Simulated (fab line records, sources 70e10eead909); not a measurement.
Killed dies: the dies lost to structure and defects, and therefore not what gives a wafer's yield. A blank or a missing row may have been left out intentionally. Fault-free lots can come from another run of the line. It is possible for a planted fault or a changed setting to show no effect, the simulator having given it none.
Matching of chambers :: flow nand harc :: rie diel-12 running NHARC_A_SGD_CUT_ETCHBACK_24: 4 sister chambers
The step etches the open film in CH3F/O2, target depth 50 nm, time 92.857 s. 22 wafers are shown with their chamber, then 11 later ones without.

WAFERS PAIRED WITH THEIR CHAMBERS
wafer: L077.3
chamber: 0
drypump motor current A (A): 5.9
rf vpp V (V): 242.2
oes product au (a.u.): 1.01

wafer: L077.4
chamber: 3
drypump motor current A (A): 6.4
rf vpp V (V): 244.0
oes product au (a.u.): 1.01

wafer: L077.6
chamber: 3
drypump motor current A (A): 6.4
rf vpp V (V): 244.6
oes product au (a.u.): 1.02

wafer: L078.3
chamber: 3
drypump motor current A (A): 6.4
rf vpp V (V): 244.8
oes product au (a.u.): 0.93

wafer: L078.4
chamber: 2
drypump motor current A (A): 6.4
rf vpp V (V): 245.9
oes product au (a.u.): 0.93

wafer: L078.5
chamber: 2
drypump motor current A (A): 6.5
rf vpp V (V): 245.8
oes product au (a.u.): 0.93

wafer: L081.1
chamber: 0
drypump motor current A (A): 5.9
rf vpp V (V): 243.1
oes product au (a.u.): 1.01

wafer: L081.4
chamber: 2
drypump motor current A (A): 6.4
rf vpp V (V): 246.0
oes product au (a.u.): 1.00

wafer: L081.6
chamber: 2
drypump motor current A (A): 6.4
rf vpp V (V): 245.4
oes product au (a.u.): 0.99

wafer: L084.1
chamber: 0
drypump motor current A (A): 5.9
rf vpp V (V): 243.2
oes product au (a.u.): 0.99

wafer: L084.4
chamber: 1
drypump motor current A (A): 5.5
rf vpp V (V): 243.2
oes product au (a.u.): 1.00

wafer: L084.6
chamber: 0
drypump motor current A (A): 5.9
rf vpp V (V): 241.5
oes product au (a.u.): 0.99

wafer: L086.1
chamber: 3
drypump motor current A (A): 6.4
rf vpp V (V): 245.3
oes product au (a.u.): 1.00

wafer: L086.2
chamber: 2
drypump motor current A (A): 6.4
rf vpp V (V): 247.2
oes product au (a.u.): 0.99

wafer: L086.4
chamber: 0
drypump motor current A (A): 5.9
rf vpp V (V): 243.1
oes product au (a.u.): 0.99

wafer: L088.1
chamber: 0
drypump motor current A (A): 5.9
rf vpp V (V): 242.6
oes product au (a.u.): 1.00

wafer: L088.2
chamber: 1
drypump motor current A (A): 5.4
rf vpp V (V): 242.4
oes product au (a.u.): 1.00

wafer: L088.6
chamber: 1
drypump motor current A (A): 5.4
rf vpp V (V): 241.9
oes product au (a.u.): 1.00

wafer: L088.3
chamber: 2
drypump motor current A (A): 6.4
rf vpp V (V): 247.1
oes product au (a.u.): 0.99

wafer: L088.4
chamber: 3
drypump motor current A (A): 6.3
rf vpp V (V): 243.8
oes product au (a.u.): 1.00

wafer: L088.5
chamber: 2
drypump motor current A (A): 6.4
rf vpp V (V): 246.3
oes product au (a.u.): 0.99

wafer: L090.1
chamber: 1
drypump motor current A (A): 5.4
rf vpp V (V): 242.5
oes product au (a.u.): 0.99

SIGNATURES (means of the wafers above)
reading: drypump motor current A
chamber 0: 5.900
chamber 1: 5.425
chamber 2: 6.414
chamber 3: 6.380
scatter within a chamber: 0.0366

reading: rf vpp V
chamber 0: 242.617
chamber 1: 242.500
chamber 2: 246.243
chamber 3: 244.500
scatter within a chamber: 0.637

reading: oes product au
chamber 0: 0.9983
chamber 1: 0.9975
chamber 2: 0.9743
chamber 3: 0.9920
scatter within a chamber: 0.025
Rule: for each reading, subtract the chamber's mean from the wafer's reading, divide by that reading's scatter and square the result; add these up over the readings and take the root, which gives the wafer's distance from the chamber. If the next closest chamber is less than 2 further off than the closest, the wafer can't be placed; otherwise it belongs to the closest. The scatter: take each reading less its chamber's mean, square it, sum over the shown wafers, divide by the number of wafers less the number of chambers, and take the root.

WAFERS MISSING THEIR CHAMBER
wafer: L090.3
drypump motor current A (A): 5.9
rf vpp V (V): 243.3
oes product au (a.u.): 0.99

wafer: L090.6
drypump motor current A (A): 6.4
rf vpp V (V): 244.9
oes product au (a.u.): 1.00

wafer: L095.2
drypump motor current A (A): 6.4
rf vpp V (V): 246.9
oes product au (a.u.): 0.93

wafer: L095.5
drypump motor current A (A): 5.4
rf vpp V (V): 243.4
oes product au (a.u.): 0.92

wafer: L095.6
drypump motor current A (A): 6.4
rf vpp V (V): 245.8
oes product au (a.u.): 0.92

wafer: L097.1
drypump motor current A (A): 6.4
rf vpp V (V): 246.7
oes product au (a.u.): 0.92

wafer: L097.2
drypump motor current A (A): 5.9
rf vpp V (V): 243.6
oes product au (a.u.): 0.93

wafer: L097.5
drypump motor current A (A): 5.9
rf vpp V (V): 241.6
oes product au (a.u.): 0.93

wafer: L097.3
drypump motor current A (A): 6.3
rf vpp V (V): 245.6
oes product au (a.u.): 0.93

wafer: L097.4
drypump motor current A (A): 5.4
rf vpp V (V): 242.0
oes product au (a.u.): 0.92

wafer: L097.6
drypump motor current A (A): 5.4
rf vpp V (V): 242.2
oes product au (a.u.): 0.93

EACH ONE'S CHAMBER
wafer: L090.3
from the rows above: 0
in truth: 0

wafer: L090.6
from the rows above: can't be placed: 3 or 2
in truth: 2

wafer: L095.2
from the rows above: 2
in truth: 2

wafer: L095.5
from the rows above: 1
in truth: 1

wafer: L095.6
from the rows above: can't be placed: 2 or 3
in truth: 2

wafer: L097.1
from the rows above: 2
in truth: 2

wafer: L097.2
from the rows above: 0
in truth: 0

wafer: L097.5
from the rows above: 0
in truth: 0

wafer: L097.3
from the rows above: can't be placed: 2 or 3
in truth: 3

wafer: L097.4
from the rows above: 1
in truth: 1

wafer: L097.6
from the rows above: 1
in truth: 1
Placed correctly: 8 of 11. These rows do not allow placing 3 (true chamber among the candidates in 3). Wrongly placed: 0.
